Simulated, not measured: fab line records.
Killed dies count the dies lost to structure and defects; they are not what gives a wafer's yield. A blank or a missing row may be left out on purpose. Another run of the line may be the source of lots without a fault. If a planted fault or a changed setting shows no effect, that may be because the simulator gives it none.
Matching of chambers	flow nand-harc	4 sister chambers for NHARC_P_CONTACT_CMP_24 on cmp-01
The step polishes, t overpolish 30 s, target thk 200 nm. 18 wafers are shown with their chamber, then 9 later ones without.

## WAFERS WITH THEIR CHAMBER
wafer	chamber	motor-current-A (A)	time-to-endpoint-s (s)	overpolish-run-s (s)
L274.1	2	12.8	40.1	29.998
L274.5	2	13.1	37.2	29.992
L274.6	1	12.5	42.6	29.993
L277.1	0	10.9	41.9	30.005
L277.4	1	13.2	42.2	29.986
L277.6	3	11.2	43.7	29.988
L278.1	3	11.6	41.1	30.007
L278.4	2	13.5	42.8	30.011
L278.5	0	9.7	41.2	29.991
L279.4	3	12.3	40.6	30.008
L279.5	3	12.2	43.3	29.998
L279.6	0	10.0	43.3	30.003
L280.1	3	11.5	38.9	29.996
L280.2	0	10.2	40.0	29.992
L280.4	2	13.4	38.5	30.004
L282.2	0	10.1	43.2	30.006
L282.4	2	13.2	39.9	30.002
L282.6	2	12.8	41.5	29.990

SIGNATURES (means of the wafers above)
reading	chamber 0	chamber 1	chamber 2	chamber 3	scatter within a chamber
motor-current-A	10.180	12.850	13.133	11.760	0.41
time-to-endpoint-s	41.920	42.400	40.000	41.520	1.77
overpolish-run-s	29.99940	29.98950	29.99950	29.99940	0.00766
Rule: for each reading, subtract the chamber's mean from the wafer's reading, divide by that reading's scatter and square the result; add these up over the readings and take the root, which gives the wafer's distance from the chamber. The wafer belongs to the nearest chamber; if the next one is less than 2 further off, it can't be placed. How the scatter is found: for the shown wafers, subtract from each reading the mean of its chamber, square and add these, divide the total by (wafers less chambers), then take the root.

## WAFERS WITH NO CHAMBER GIVEN
wafer	motor-current-A (A)	time-to-endpoint-s (s)	overpolish-run-s (s)
L293.1	10.1	40.1	29.979
L293.2	12.2	38.0	30.008
L293.5	10.6	37.4	30.007
L296.2	12.3	38.3	29.991
L296.5	11.6	39.8	29.995
L296.6	12.8	36.8	29.992
L297.3	11.6	39.9	29.990
L297.4	13.6	38.4	30.011
L297.6	9.8	40.6	30.008

## THE CHAMBER EACH PASSED THROUGH
wafer	from the rows above	in truth
L293.1	0	0
L293.2	can't be placed: 3 or 2 or 1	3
L293.5	can't be placed: 0 or 3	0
L296.2	can't be placed: 3 or 2 or 1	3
L296.5	3	3
L296.6	can't be placed: 2 or 1 or 3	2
L297.3	can't be placed: 3 or 1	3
L297.4	can't be placed: 2 or 1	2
L297.6	0	0
3 of 9 placed correctly. Not placeable from these rows: 6 (in 6, the candidates include the true chamber). Placed wrongly: 0.
